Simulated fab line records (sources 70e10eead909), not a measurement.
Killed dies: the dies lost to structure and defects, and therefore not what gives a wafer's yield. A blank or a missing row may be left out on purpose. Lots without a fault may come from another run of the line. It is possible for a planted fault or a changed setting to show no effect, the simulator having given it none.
Chamber matching | flow nandHarc | rieDiel-05 running NHARC_P_M2_STRIP_18: 4 sister chambers
The step strips in N2/H2. 4 wafers are shown with their chamber, then 7 later ones without.

== WAFERS PAIRED WITH THEIR CHAMBERS ==
wafer  | chamber | showerheadPlenumPTorr (Torr)
L086.5 | 1       | 1.92
L089.5 | 0       | 1.91
L094.2 | 3       | 2.14
L094.4 | 2       | 1.94

== WAFERS WITH NO CHAMBER GIVEN ==
wafer  | showerheadPlenumPTorr (Torr)
L094.6 | 1.91
L095.1 | 2.13
L095.4 | 1.94
L095.6 | 1.94
L096.3 | 1.94
L096.4 | 1.91
L096.5 | 2.13

== WHICH CHAMBER EACH ONE RAN IN ==
wafer  | from the rows above     | in truth
L094.6 | can't be placed: 0 or 1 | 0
L095.1 | 3                       | 3
L095.4 | 2                       | 2
L095.6 | 2                       | 2
L096.3 | 2                       | 2
L096.4 | can't be placed: 0 or 1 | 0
L096.5 | 3                       | 3
Correct placement for 5 of the 7. Unplaceable from these rows: 2, with the true chamber sitting among the candidates in 2. Placed wrongly: 0.
How it was worked out, from the rows above alone: a wafer's distance from a chamber is the root of the sum, over the readings, of the square of ((its reading less the chamber's mean) divided by the reading's scatter). The wafer belongs to the nearest chamber; if the next one is less than 2 further off, it can't be placed. For every chamber, the mean is computed from those of its wafers that are shown. The scatter: with one shown wafer a chamber, the root of the mean of the squares of how far each hidden wafer lies from its nearest shown one.
